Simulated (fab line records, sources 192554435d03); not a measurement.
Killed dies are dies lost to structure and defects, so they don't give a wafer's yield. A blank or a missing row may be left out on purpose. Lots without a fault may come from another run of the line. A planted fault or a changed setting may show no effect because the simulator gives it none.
fab line records | flow n5_finfet
record lots=7 wafers=21
route steps=1938 shown MOL_CONTACT_COAG@531 BEOL_M0_SAQP@680 BEOL_M0_CUTY@713 BEOL_M1@756
start_h: hours from the record's first day to the start of the lot's first wafer shown | wait_h: hours since the lot's step before | " the same as in the row above | L1.1+2: a row that stands for several wafers | - no value, or no start given | * or withheld: withheld | < > ~ a bound
route shown NAME@n: a module of which the file shows steps, and the number in the route of the first | usual: mean/standard deviation of fault-free wafers | same: alike in all rows | chamber/n: place in a boat | sites: the reading at each site | _std_site: their standard deviation | _edge_site: outer sites' mean less inner sites' | radius_mm: how far each site lies from the wafer's centre | mask NAME#n: copy n | behind: the tool/chamber that last shaped the wafer | hold: why the lot was held/for how many hours/how that ended | device: the transistor (n, p or np) that didn't switch | end of line: the same wafers' tests at the end of the route | a step without rows: its recipe alone | killed: dies lost to structure and defects at the first sort, not the wafer's yield | map: a wafer's dies, x killed, . not, _ none there
set.NAME: the setting as run; set.NAME@STEP: as run at that earlier step | model.NAME: the simulator's own value behind a step, which no gauge read
lots whose settings were changed on purpose; a table a step, a row a wafer
## steps
# step N5_MOL_CONTACT_COAG_ETCH_105
# recipe chemistry=CF4 target=SiARC target_depth_a=156 mask_material=CAR-EUV time_s=26 ion_energy_ev=80 pressure_mtorr=40 source_w=545 bias_w=36 Ar_flow_sccm=100 cf4_flow_sccm=100 ends=cleared
# usual rf_vpp_V=184.1/1.1
# columns lot.wafer tool chamber start_h wait_h set.bias_w rf_vpp_V
L075.1 rie_diel-04 3 92.98 0.0 36 182.6
L075.2 " 0 " " 36 184.0
L075.5 " 3 " " 36 182.6
L080.1 rie_diel-05 1 128.16 0.0 36 184.8
L080.5 " 0 " " 36 183.3
L080.6 " 1 " " 38.23 193.1
L082.1 rie_diel-05 0 139.26 0.0 36 183.1
L082.3 " 3 " " 36 184.4
L082.4 " 2 " " 36 183.4
L084.1 rie_diel-03 3 152.04 0.0 40.06 197.5
L084.2 " 2 " " 36 183.4
L084.4 " 3 " " 40.06 197.2
L085.1 rie_diel-05 2 156.14 0.0 36 184.1
L085.5 " 3 " " 36 185.0
L085.6 " 0 " " 36 183.1
L089.3 rie_diel-05 2 184.14 0.0 37.8 190.2
L089.4 " 1 " " 36 184.0
L089.6 " 2 " " 36 184.0
L094.1 rie_diel-05 0 210.78 0.0 32.89 173.4
L094.4 " 2 " " 32.89 174.0
L094.6 " 0 " " 36 183.7
# step N5_MOL_CONTACT_COAG_ETCH_91
# recipe chemistry=N2/H2 target=SOC target_depth_a=600 overetch_a=210 mask_material=SiARC temp_c=40 time_s=101.2 ion_energy_ev=200 pressure_mtorr=30 source_w=840 bias_w=150 n2_flow_sccm=200 h2_flow_sccm=200
# usual rf_vpp_V=524.0/2.4
# columns lot.wafer tool chamber start_h wait_h set.source_w rf_vpp_V
L075.1 rie_diel-03 2 105.84 0.0 840 528.7
L075.2 " 3 " " 840 524.3
L075.5 " 0 " " 840 526.9
L080.1 rie_diel-05 1 140.02 0.0 840 527.6
L080.5 " 1 " " 960.7 502.8
L080.6 " 2 " " 840 525.7
L082.1 rie_diel-03 2 149.07 0.0 938.7 509.3
L082.3 " 1 " " 938.7 504.6
L082.4 " 3 " " 938.7 504.7
L084.1 rie_diel-05 3 161.99 0.0 747.4 543.9
L084.2 " 1 " " 747.4 546.6
L084.4 " 2 " " 747.4 545.0
L085.1 rie_diel-04 2 164.74 0.0 840 522.5
L085.5 " 2 " " 840 521.9
L085.6 " 3 " " 840 522.4
L089.3 rie_diel-04 1 195.04 0.0 970.9 496.0
L089.4 " 3 " " 970.9 498.3
L089.6 " 3 " " 840 523.3
L094.1 rie_diel-04 3 220.27 0.0 840 522.4
L094.4 " 1 " " 754.6 538.5
L094.6 " 2 " " 754.6 540.4
# step N5_BEOL_M0_SAQP_COAT_69
# recipe resist=SOC temp_c=250 time_s=60 spin_rpm=1500 resist_thk_nm=90
# columns lot.wafer tool chamber start_h wait_h set.spin_rpm model.SOC_of_BEOL_M0_SAQP_COAT_69.thk_nm
L075.1 litho_track-03 0 118.36 0.0 1500 90
L075.2+5 " 0 " " 1500 90.2
L080.1+5 litho_track-05 0 199.65 0.0 1621 86.6
L080.6 " 0 " " 1500 90.2
L082.1 litho_track-01 0 200.33 0.0 1570 88.4
L082.3+4 " 0 " " 1500 90.4
L084.1 litho_track-05 0 202.75 0.0 1617 86.8
L084.2 " 0 " " 1500 90.2
L084.4 " 0 " " 1500 90
L085.1+6 litho_track-05 0 203.74 0.0 1641 85.6
L085.5 " 0 " " 1500 89.6
L089.3+6 litho_track-05 0 208.81 0.0 1450 91.4
L089.4 " 0 " " 1450 91.2
L094.1+4 litho_track-03 0 231.69 0.0 1500 90
L094.6 " 0 " " 1500 89.4
# step N5_BEOL_M0_SAQP_COAT_72
# recipe resist=SiARC temp_c=220 time_s=60 spin_rpm=1500 resist_thk_nm=15
# columns lot.wafer tool chamber start_h wait_h set.spin_rpm model.SiARC_of_BEOL_M0_SAQP_COAT_72.thk_nm
L075.1+2+5 litho_track-03 0 - - 1500 15
L080.1 litho_track-05 0 - - 1500 14.8
L080.5+6 " 0 " " 1578 14.6
L082.1 litho_track-01 0 - - 1573 14.6
L082.3 " 0 " " 1500 15
L082.4 " 0 " " 1573 14.8
L084.1+2 litho_track-05 0 - - 1500 15
L084.4 " 0 " " 1360 15.6
L085.1 litho_track-05 0 - - 1380 15.6
L085.5+6 " 0 " " 1500 15
L089.3+4+6 litho_track-05 0 - - 1500 15
L094.1 litho_track-03 0 - - 1500 15
L094.4+6 " 0 " " 1580 14.6
# step N5_BEOL_M0_SAQP_COAT_87
# recipe resist=underlayer temp_c=205 time_s=60 spin_rpm=1500 resist_thk_nm=5
# step N5_BEOL_M0_SAQP_COAT_34
# recipe resist=CAR-EUV spin_rpm=1500 resist_thk_nm=30
# step N5_BEOL_M0_SAQP_DESCUM_45
# recipe chemistry=O2 time_s=7 source_power_w=50 bias_power_w=20 pressure_mtorr=20 rf_frequency_hz=2.712e+07 temp_c=40 resist=CAR-EUV o2_flow_sccm=225
# step N5_BEOL_M0_SAQP_ETCH_88
# recipe chemistry=N2/H2 target=underlayer target_depth_a=65 time_s=5.2 ion_energy_ev=200 mask_material=CAR-EUV pressure_mtorr=30 source_w=840 bias_w=150 n2_flow_sccm=200 h2_flow_sccm=200 ends=cleared
# step N5_BEOL_M0_SAQP_ETCH_73
# recipe chemistry=CF4 target=SiARC target_depth_a=195 mask_material=CAR-EUV time_s=32.5 ion_energy_ev=80 pressure_mtorr=40 source_w=545 bias_w=36 Ar_flow_sccm=100 cf4_flow_sccm=100 ends=cleared
# columns lot.wafer tool chamber start_h wait_h set.spin_rpm@BEOL_M0_SAQP_COAT_72 model.etch.depth_nm
L075.1 rie_diel-01 0 118.81 0.0 1500 15.1
L075.2+5 " 3,2 " " 1500 15.09
L080.1 rie_diel-01 2 200.10 0.0 1500 14.88
L080.5 " 0 " " 1578 14.58
L080.6 " 1 " " 1578 14.57
L082.1 rie_diel-06 0 200.90 0.0 1573 14.65
L082.3 " 1 " " 1500 15.05
L082.4 " 2 " " 1573 14.71
L084.1 rie_diel-06 0 203.20 0.0 1500 15
L084.2 " 3 " " 1500 14.97
L084.4 " 1 " " 1360 15.67
L085.1 rie_diel-06 0 204.32 0.0 1380 15.66
L085.5 " 3 " " 1500 14.91
L085.6 " 0 " " 1500 15.02
L089.3 rie_diel-06 2 209.25 0.0 1500 15.08
L089.4 " 1 " " 1500 15.03
L089.6 " 3 " " 1500 15.05
L094.1 rie_diel-06 2 232.95 0.0 1500 15.06
L094.4 " 3 " " 1580 14.66
L094.6 " 1 " " 1580 14.65
# step N5_BEOL_M0_SAQP_CUT_ETCH_46
# recipe chemistry=N2/H2 target=SOC target_depth_a=1350 overetch_a=270 temp_c=40 time_s=202.5 ion_energy_ev=200 mask_material=SiARC pressure_mtorr=30 source_w=840 bias_w=150 n2_flow_sccm=200 h2_flow_sccm=200
# step N5_BEOL_M0_SAQP_STRIP_74
# recipe chemistry=N2/H2 temp_c=40 n2_flow_sccm=200 h2_flow_sccm=200 rf_frequency_hz=6e+07
# step N5_BEOL_M0_SAQP_STRIP_89
# recipe chemistry=N2/H2 temp_c=40 n2_flow_sccm=200 h2_flow_sccm=200 rf_frequency_hz=6e+07
# step N5_BEOL_M0_SAQP_ALD_48
# recipe material=SiO2 target_thk_a=200 temp_c=100 ald_precursor_family=BDEAS ald_co_reactant=O2-plasma pulse_time_s=1 co_reactant_pulse_time_s=1 purge_time_s=2 co_reactant_purge_time_s=2 ald_cycles=139 pressure_torr=2
# step N5_BEOL_M0_SAQP_ETCH_49
# recipe chemistry=CF4/O2 target_depth_a=370 target=SiO2 pressure_mtorr=40 source_w=535 bias_w=49 Ar_flow_sccm=100 cf4_flow_sccm=100 O2_flow_sccm=10 ion_energy_ev=100
# columns lot.wafer tool chamber start_h wait_h set.spin_rpm@BEOL_M0_SAQP_COAT_69 model.SOC_of_BEOL_M0_SAQP_COAT_69.thk_nm
L075.1+5 rie_diel-06 3,0 119.66 0.3 1500 71.2
L075.2 " 2 " " 1500 70.8
L080.1 rie_diel-06 0 201.11 0.4 1621 67
L080.5 " 3 " " 1621 66.4
L080.6 " 2 " " 1500 70.8
L082.1 rie_diel-02 0 202.05 0.4 1570 69
L082.3 " 3 " " 1500 70.6
L082.4 " 3 " " 1500 70.4
L084.1 rie_diel-06 3 204.01 0.3 1617 66.8
L084.2 " 0 " " 1500 70.4
L084.4 " 1 " " 1500 70.8
L085.1 rie_diel-01 0 205.27 0.3 1641 66.2
L085.5 " 1 " " 1500 70.4
L085.6 " 2 " " 1641 66.4
L089.3+6 rie_diel-01 2 210.08 0.3 1450 72
L089.4 " 0 " " 1450 71.8
L094.1 rie_diel-01 0 234.60 0.4 1500 70.4
L094.4 " 2 " " 1500 70.8
L094.6 " 0 " " 1500 69.8
# step N5_BEOL_M0_CUTY_ETCH_63
# recipe chemistry=N2/H2 target=SOC target_depth_a=827 overetch_a=165 mask_material=SiARC temp_c=40 ion_energy_ev=200 time_s=124 pressure_mtorr=30 source_w=840 bias_w=150 n2_flow_sccm=200 h2_flow_sccm=200
# columns lot.wafer tool chamber start_h wait_h set.time_s set.spin_rpm@BEOL_M0_SAQP_COAT_69 model.etch.depth_nm
L075.1 rie_diel-05 3 120.20 0.0 124 1500 71.2
L075.2 " 2 " " 124 1500 70.77
L075.5 " 3 " " 124 1500 71.22
L080.1 rie_diel-05 3 201.65 0.0 124 1621 67
L080.5 " 1 " " 112.5 1621 66.42
L080.6 " 0 " " 112.5 1500 70.85
L082.1 rie_diel-04 1 202.74 0.0 124 1570 68.93
L082.3 " 3 " " 140.1 1500 70.63
L082.4 " 0 " " 124 1500 70.48
L084.1 rie_diel-05 0 204.67 0.0 147.7 1617 66.75
L084.2 " 3 " " 124 1500 70.38
L084.4 " 2 " " 124 1500 70.76
L085.1 rie_diel-05 0 205.94 0.0 124 1641 66.23
L085.5 " 0 " " 124 1500 70.5
L085.6 " 3 " " 124 1641 66.33
L089.3 rie_diel-04 2 210.63 0.0 124 1450 71.98
L089.4 " 1 " " 113.7 1450 71.83
L089.6 " 0 " " 113.7 1450 71.95
L094.1 rie_diel-04 2 235.14 0.0 103.4 1500 70.34
L094.4 " 1 " " 103.4 1500 70.83
L094.6 " 3 " " 124 1500 69.87
# step N5_BEOL_M1_COAT_62
# recipe resist=SiARC temp_c=220 time_s=60 spin_rpm=1500 resist_thk_nm=12
# columns lot.wafer tool chamber start_h wait_h set.spin_rpm model.SiARC_of_BEOL_M1_COAT_62.thk_nm
L075.1+2+5 litho_track-05 0 - - 1500 12
L080.1+6 litho_track-05 0 - - 1580 11.6
L080.5 " 0 " " 1500 12
L082.1+3 litho_track-01 0 - - 1546 11.8
L082.4 " 0 " " 1500 12
L084.1+2+4 litho_track-01 0 - - 1500 12
L085.1+5 litho_track-05 0 - - 1374 12.4
L085.6 " 0 " " 1500 12
L089.3+6 litho_track-05 0 - - 1500 12
L089.4 " 0 " " 1657 11.4
L094.1 litho_track-04 0 - - 1647 11.4
L094.4+6 " 0 " " 1500 12
# step N5_BEOL_M1_COAT_73
# recipe resist=underlayer temp_c=205 time_s=60 spin_rpm=1500 resist_thk_nm=5
# step N5_BEOL_M1_COAT_05
# recipe resist=CAR-EUV spin_rpm=1500 resist_thk_nm=30
# step N5_BEOL_M1_DESCUM_16
# recipe chemistry=O2 time_s=7 source_power_w=50 bias_power_w=20 pressure_mtorr=20 rf_frequency_hz=2.712e+07 temp_c=40 resist=CAR-EUV o2_flow_sccm=225
# step N5_BEOL_M1_ETCH_74
# recipe chemistry=N2/H2 target=underlayer target_depth_a=65 mask_material=CAR-EUV time_s=5.2 ion_energy_ev=200 pressure_mtorr=30 source_w=840 bias_w=150 n2_flow_sccm=200 h2_flow_sccm=200 ends=cleared
# step N5_BEOL_M1_ETCH_63
# recipe chemistry=CF4 target=SiARC target_depth_a=156 mask_material=CAR-EUV time_s=26 ion_energy_ev=80 pressure_mtorr=40 source_w=545 bias_w=36 Ar_flow_sccm=100 cf4_flow_sccm=100 ends=cleared
# columns lot.wafer tool chamber start_h wait_h set.spin_rpm@BEOL_M1_COAT_62 model.etch.depth_nm model.CAR-EUV_of_BEOL_M1_COAT_05.thk_nm
L075.1 rie_diel-01 0 128.91 0.0 1500 12.03 11
L075.2 " 2 " " 1500 12.02 11
L075.5 " 0 " " 1500 12.04 11
L080.1 rie_diel-06 3 205.92 0.0 1580 11.67 11.2
L080.5 " 2 " " 1500 11.97 11
L080.6 " 1 " " 1580 11.68 11.4
L082.1 rie_diel-01 2 207.03 0.0 1546 11.83 11.4
L082.3 " 0 " " 1546 11.87 11.2
L082.4 " 1 " " 1500 11.99 11.2
L084.1 rie_diel-02 0 208.69 0.0 1500 12.02 11.2
L084.2 " 3 " " 1500 11.94 11.2
L084.4 " 2 " " 1500 12.02 11
L085.1 rie_diel-02 0 210.82 0.0 1374 12.49 10.6
L085.5 " 3 " " 1374 12.49 10.8
L085.6 " 0 " " 1500 11.93 11.2
L089.3 rie_diel-06 3 217.28 0.0 1500 12.01 11
L089.4 " 2 " " 1657 11.41 11.6
L089.6 " 0 " " 1500 11.97 11.2
L094.1 rie_diel-01 2 243.93 0.0 1647 11.47 11.6
L094.4 " 0 " " 1500 12.04 11.2
L094.6 " 1 " " 1500 12.02 11.2
# step N5_BEOL_M1_ETCH_64
# recipe chemistry=N2/H2 target=SOC target_depth_a=750 overetch_a=150 mask_material=SiARC temp_c=40 time_s=112.5 ion_energy_ev=200 pressure_mtorr=30 source_w=840 bias_w=150 n2_flow_sccm=200 h2_flow_sccm=200
# columns lot.wafer tool chamber start_h wait_h set.spin_rpm@BEOL_M1_COAT_62 model.SiARC_of_BEOL_M1_COAT_62.thk_nm
L075.1+5 rie_diel-01 0 128.94 0.0 1500 7
L075.2 " 2 " " 1500 6.8
L080.1+6 rie_diel-06 3,1 205.95 0.0 1580 6.4
L080.5 " 2 " " 1500 6.6
L082.1 rie_diel-01 2 207.05 0.0 1546 6.6
L082.3 " 0 " " 1546 6.8
L082.4 " 1 " " 1500 7
L084.1 rie_diel-02 0 208.72 0.0 1500 6.6
L084.2+4 " 3,2 " " 1500 6.8
L085.1 rie_diel-02 0 210.85 0.0 1374 7
L085.5 " 3 " " 1374 7.2
L085.6 " 0 " " 1500 6.4
L089.3 rie_diel-06 3 217.30 0.0 1500 6.8
L089.4 " 2 " " 1657 6
L089.6 " 0 " " 1500 6.4
L094.1 rie_diel-01 2 243.96 0.0 1647 6.2
L094.4 " 0 " " 1500 6.8
L094.6 " 1 " " 1500 7
## key
split step=N5_MOL_CONTACT_COAG_ETCH_105 setting=bias_w stated=36 by=wafer
response step=N5_MOL_CONTACT_COAG_ETCH_105 reading=rf_vpp_V change=+1.25 per=1% r=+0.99
split step=N5_MOL_CONTACT_COAG_ETCH_91 setting=source_w stated=840 by=wafer
response step=N5_MOL_CONTACT_COAG_ETCH_91 reading=rf_vpp_V change=-1.67 per=1% r=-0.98
split step=N5_BEOL_M0_SAQP_COAT_69 setting=spin_rpm stated=1500 by=wafer
response step=N5_BEOL_M0_SAQP_COAT_69 reading=model.SOC_of_BEOL_M0_SAQP_COAT_69.thk_nm change=-0.431 per=1% r=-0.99
response step=N5_BEOL_M0_SAQP_ETCH_49 reading=model.SOC_of_BEOL_M0_SAQP_COAT_69.thk_nm change=-0.459 per=1% r=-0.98
response step=N5_BEOL_M0_CUTY_ETCH_63 reading=model.etch.depth_nm change=-0.467 per=1% r=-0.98
split step=N5_BEOL_M0_SAQP_COAT_72 setting=spin_rpm stated=1500 by=wafer
response step=N5_BEOL_M0_SAQP_COAT_72 reading=model.SiARC_of_BEOL_M0_SAQP_COAT_72.thk_nm change=-0.0653 per=1% r=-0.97
response step=N5_BEOL_M0_SAQP_ETCH_73 reading=model.etch.depth_nm change=-0.0759 per=1% r=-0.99
split step=N5_BEOL_M0_CUTY_ETCH_63 setting=time_s stated=124 by=wafer
response none clear
split step=N5_BEOL_M1_COAT_62 setting=spin_rpm stated=1500 by=wafer
response step=N5_BEOL_M1_COAT_62 reading=model.SiARC_of_BEOL_M1_COAT_62.thk_nm change=-0.0582 per=1% r=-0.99
response step=N5_BEOL_M1_ETCH_63 reading=model.etch.depth_nm change=-0.0581 per=1% r=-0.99
response step=N5_BEOL_M1_ETCH_63 reading=model.CAR-EUV_of_BEOL_M1_COAT_05.thk_nm change=+0.0486 per=1% r=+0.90
response step=N5_BEOL_M1_ETCH_64 reading=model.SiARC_of_BEOL_M1_COAT_62.thk_nm change=-0.0669 per=1% r=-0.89
